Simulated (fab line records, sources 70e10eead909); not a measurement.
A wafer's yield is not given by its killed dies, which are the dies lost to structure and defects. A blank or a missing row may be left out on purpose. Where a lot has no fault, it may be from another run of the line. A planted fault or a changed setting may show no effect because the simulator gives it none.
fab line records | flow nand-harc | part 2 of 2: steps 20 to 27 of 27
[record] lots = 5 wafers = 15 last-day = 31
route steps=1302 shown A_CONTACT@1039
lots untouched by any fault: they come from a run of this same line in which no faults occurred
start-h: hours from the record's first day to the start of the lot's first wafer shown | wait-h: hours elapsed since this lot's preceding step | " the same as in the row above | L1.1+2: a single row standing in for several wafers | - no value, or no start given | * or withheld: withheld | < > ~ a bound
route shown NAME@n: names a module that has steps shown in the file, with the first one's number in the route | usual: mean/standard deviation taken from wafers without a fault | same: alike in all rows | chamber/n: place in a boat | sites: readings site by site | _std_site: the values' standard deviation | _edge_site: mean of outer sites minus mean of inner sites | radius-mm: how far each site lies from the wafer's centre | mask NAME#n: copy n | behind: the last tool/chamber to shape the wafer | hold: why the lot was held/for how many hours/how that ended | device: transistor that didn't switch, given as n, p or np | end of line: the tests these same wafers got at the end of their route | a step with no rows: only its recipe | killed: dies lost to structure and defects at the first sort, not the wafer's yield | map: per-die view of a wafer (x killed, . not killed, _ where there is no die)
set.NAME: the setting the step ran with; set.NAME@STEP: the setting that earlier step ran with | model.NAME: the simulator's own value behind a step, which no gauge read
a table for each step, a row for each wafer; lots at some steps of the route
services: from which hour (start-h, from the record's first day; less than 0 if before it) a tool's chamber was out of use, for how many hours, and why
[[steps]]
[step NHARC_A_CONTACT_ETCH_97]
[recipe] target-depth-a = 200 over-etch-frac = 0.5 time-s = 10 ion-energy-ev = 250 c4f6-flow-sccm = 25 o2-flow-sccm = 20 ar-flow-sccm = 500 rf-w = 600 bias-w = 500 chemistry = C4F6/O2
[usual] c4f6-flow-sccm = 24.99/0.074 drypump-motor-current-A = 5.8/0.53 oes-product-au = 0.956/0.024 rf-vpp-V = 546.0/2.7 showerhead-plenum-p-Torr = 3.88/0.13 throttle-valve-pct = 26.903/0.0088
// columns lot.wafer tool chamber start-h wait-h c4f6-flow-sccm drypump-motor-current-A oes-product-au rf-hours-counter-h rf-vpp-V showerhead-plenum-p-Torr throttle-valve-pct
L077.4 rie-diel-13 0 - - 24.95 5.4 0.978 6 548.2 3.93 26.900
L077.3 " 1 " " 24.92 5.7 1.015 6 544.3 3.80 26.906
L077.6 " 0 " " 24.98 5.4 0.982 - 546.3 3.93 26.902
L082.3 rie-diel-06 2 - - 25.00 5.6 0.950 15 541.9 3.71 26.906
L082.1 " 3 " " 25.07 6.5 0.955 15 548.5 3.99 26.907
L082.5 " 0 " " 24.99 5.0 0.938 - 546.2 3.89 26.893
L085.4 rie-diel-06 2 - - 24.86 5.6 0.942 19 543.6 3.71 26.896
L085.2 " 0 " " 24.92 5.0 0.960 24 546.0 3.88 26.909
L085.5 " 3 " " 24.96 6.5 0.958 - 547.1 3.98 26.900
L086.3 rie-diel-01 1 - - 24.89 4.8 0.994 16 546.0 3.85 26.897
L086.1 " 2 " " 24.98 5.2 0.988 17 545.9 3.88 26.912
L086.5 " 0 " " 25.00 6.3 1.011 - 544.5 3.75 26.898
L090.4 rie-diel-01 1 - - 25.02 4.8 0.933 30 546.4 3.84 26.921
L090.6 " 3 " " 24.94 5.6 0.973 - 544.2 3.81 26.886
L090.5 " 0 " " 25.03 6.3 0.952 - 542.4 3.74 26.906
[step NHARC_A_CONTACT_CD_MEAS_80]
[usual] cd-nm = 289.4/1.1
// columns lot.wafer tool chamber start-h wait-h cd-nm
L077.3 cd-sem-01 - 540.65 - 289.9
L077.4 " - " " 289.0
L077.6 " - " " 289.2
L082.1 cd-sem-02 - 573.34 - 289.6
L082.3 " - " " 288.7
L082.5 " - " " 289.7
L085.2 cd-sem-02 - 607.65 - 289.5
L085.4 " - " " 290.5
L085.5 " - " " 290.8
L086.1 cd-sem-02 - 622.08 - 290.2
L086.3 " - " " 290.3
L086.5 " - " " 289.6
L090.4 cd-sem-02 - 666.99 - 289.6
L090.5 " - " " 288.8
L090.6 " - " " 289.9
[step NHARC_A_CONTACT_STRIP_103]
[recipe] n2-flow-sccm = 150 h2-flow-sccm = 150 ar-flow-sccm = 0 bias-w = 0 chemistry = N2/H2
// columns lot.wafer tool chamber start-h wait-h
L077.4+3+6 rie-diel-01 2,3,1 540.76 0.1
L082.3+1+5 rie-diel-01 2,0,3 573.41 0.1
L085.4+2+5 rie-diel-01 3,0,3 607.73 0.1
L086.3+1+5 rie-diel-13 1,2,0 622.18 0.1
L090.4+5+6 rie-diel-01 2,1,2 667.07 0.1
[step NHARC_A_CONTACT_STRIP_104]
[recipe] cf4-flow-sccm = 100 chf3-flow-sccm = 30 ar-flow-sccm = 0 bias-w = 0 chemistry = CF4/CHF3
// columns lot.wafer tool chamber start-h wait-h
L077.4+3+6 rie-diel-01 3,2,0 540.85 0.1
L082.1+3+5 rie-diel-01 1,2,1 573.51 0.1
L085.4+2+5 rie-diel-01 1,0,1 607.82 0.1
L086.1+3+5 rie-diel-13 1,2,1 622.26 0.1
L090.4+6+5 rie-diel-01 1,3,0 670.48 3.4
[step NHARC_A_CONTACT_STRIP_105]
[recipe] o2-flow-sccm = 400 cos-flow-sccm = 20 ar-flow-sccm = 0 bias-w = 0 chemistry = O2/COS
// columns lot.wafer tool chamber start-h wait-h
L077.3+4+6 rie-diel-01 2,3,1 540.91 0.1
L082.3+1+5 rie-diel-01 3,1,0 573.57 0.1
L085.2+4+5 rie-diel-01 0,1,2 608.11 0.3
L086.3+1+5 rie-diel-13 3,0,2 622.32 0.1
L090.4+5+6 rie-diel-01 0,2,3 670.54 0.1
[step NHARC_A_CONTACT_ETCH_106]
[recipe] target-depth-a = 900 overetch-a = 90 time-s = 49.5 ion-energy-ev = 100 cf4-flow-sccm = 80 o2-flow-sccm = 20 ar-flow-sccm = 0 rf-w = 300 bias-w = 100 chemistry = CF4/O2
[usual] drypump-motor-current-A = 5.7/0.55 oes-product-au = 1.001/0.016 rf-vpp-V = 197.4/1.2 showerhead-plenum-p-Torr = 1.32/0.043 throttle-valve-pct = 13.397/0.0089
// columns lot.wafer tool chamber start-h wait-h drypump-motor-current-A oes-product-au rf-hours-counter-h rf-vpp-V showerhead-plenum-p-Torr throttle-valve-pct
L077.4 rie-diel-01 2 540.98 0.1 5.3 0.995 47 196.4 1.32 13.406
L077.3 " 0 " " 6.3 1.030 55 195.6 1.28 13.406
L077.6 " 2 " " 5.3 1.004 - 196.8 1.32 13.410
L082.1 rie-diel-01 1 573.63 0.1 4.8 0.985 1 198.4 1.31 13.401
L082.3 " 2 " " 5.2 1.004 1 197.8 1.32 13.381
L082.5 " 0 " " 6.3 1.024 - 197.0 1.28 13.411
L085.4 rie-diel-01 3 608.18 0.1 5.6 1.032 15 197.8 1.30 13.393
L085.2 " 0 " " 6.3 1.024 14 196.9 1.27 13.378
L085.5 " 2 " " 5.3 0.985 - 197.3 1.32 13.395
L086.1 rie-diel-13 1 622.38 0.0 5.7 1.004 26 196.9 1.28 13.389
L086.3 " 3 " " 6.2 0.994 29 196.5 1.30 13.397
L086.5 " 1 " " 5.7 0.993 - 196.3 1.28 13.390
L090.4 rie-diel-01 3 670.61 0.1 5.6 1.031 36 196.0 1.29 13.407
L090.5 " 0 " " 6.3 1.034 - 195.9 1.27 13.407
L090.6 " 1 " " 4.8 1.011 - 197.3 1.30 13.387
[step NHARC_A_CONTACT_STRIP_82]
[recipe] o2-flow-sccm = 500 ar-flow-sccm = 0 bias-w = 0 chemistry = O2
[usual] drypump-motor-current-A = 5.7/0.55 oes-product-au = 1.001/0.014 rf-vpp-V = 57.7/0.92 showerhead-plenum-p-Torr = 3.48/0.11 throttle-valve-pct = 17.036/0.0094
// columns lot.wafer tool chamber start-h wait-h drypump-motor-current-A oes-product-au rf-hours-counter-h rf-vpp-V showerhead-plenum-p-Torr throttle-valve-pct
L077.4 rie-diel-01 0 - - 6.3 1.039 55 57.5 3.38 17.021
L077.3 " 1 " " 4.9 0.974 51 57.7 3.47 17.040
L077.6 " 3 " " 5.6 1.022 - 57.6 3.45 17.022
L082.1 rie-diel-01 1 - - 4.8 0.987 1 57.2 3.47 17.024
L082.3 " 2 " " 5.2 0.990 1 57.3 3.50 17.035
L082.5 " 0 " " 6.3 1.017 - 56.5 3.38 17.042
L085.2 rie-diel-01 0 - - 6.3 1.027 14 56.9 3.37 17.036
L085.4 " 1 " " 4.8 0.984 13 58.0 3.46 17.047
L085.5 " 0 " " 6.3 1.018 - 57.1 3.37 17.049
L086.1 rie-diel-13 0 - - 5.4 1.002 35 57.7 3.52 17.043
L086.3 " 2 " " 5.9 0.979 28 58.1 3.41 17.023
L086.5 " 0 " " 5.4 1.001 - 58.6 3.52 17.054
L090.4 rie-diel-01 3 - - 5.6 1.032 36 58.1 3.42 17.038
L090.5 " 1 " " 4.8 1.001 - 57.4 3.45 17.040
L090.6 " 2 " " 5.3 0.996 - 55.8 3.48 17.032
[step NHARC_A_CONTACT_STRIP_83]
[recipe] time-s = 600 temp-c = 30 chemistry = post-etch-residue-remover
[usual] temp-c = 29.99/0.1
// columns lot.wafer tool chamber start-h wait-h temp-c
L077.3 wet-bench-04 3 541.38 - 29.92
L077.4 " 6 " " 30.07
L077.6 " 0 " " 30.01
L082.1 wet-bench-09 0 574.02 - 30.06
L082.3 " 1 " " 29.84
L082.5 " 4 " " 29.88
L085.2 wet-bench-04 1 608.56 - 30.03
L085.4 " 3 " " 30.09
L085.5 " 5 " " 30.14
L086.3 wet-bench-09 2 622.78 - 29.98
L086.5 " 4 " " 29.89
L086.1 " 6 " " 29.92
L090.4 wet-bench-05 0 670.99 - 29.92
L090.6 " 1 " " 30.02
L090.5 " 2 " " 30.12
[[services]]
// columns tool chamber start-h hours kind
rie-diel-01 0 515.21 - clean
rie-diel-01 1 515.21 - clean
rie-diel-01 2 515.21 - clean
rie-diel-01 3 515.21 - clean
har-cap-etch-02 - 515.90 0.5 repair
rie-diel-13 - 519.00 9.0 pm
wet-bench-09 - 528.80 8.0 pm
rie-diel-01 - 539.76 0.4 repair
rie-diel-01 - 560.59 9.0 pm
rie-diel-01 0 560.59 9.0 vent-cycle
rie-diel-01 1 560.59 9.0 vent-cycle
rie-diel-01 2 560.59 9.0 vent-cycle
rie-diel-01 3 560.59 9.0 vent-cycle
rie-diel-01 0 569.59 - clean
rie-diel-01 1 569.59 - clean
rie-diel-01 2 569.59 - clean
rie-diel-01 2 569.59 - consumable-replace:focus-ring
rie-diel-01 3 569.59 - clean
wet-bench-04 - 579.20 8.0 pm
rie-diel-06 2 586.16 8.3 repair
wet-bench-05 - 587.23 8.0 pm
har-cap-etch-01 - 624.35 0.1 repair
rie-diel-13 3 648.51 3.9 repair
rie-diel-06 - 661.24 9.0 pm
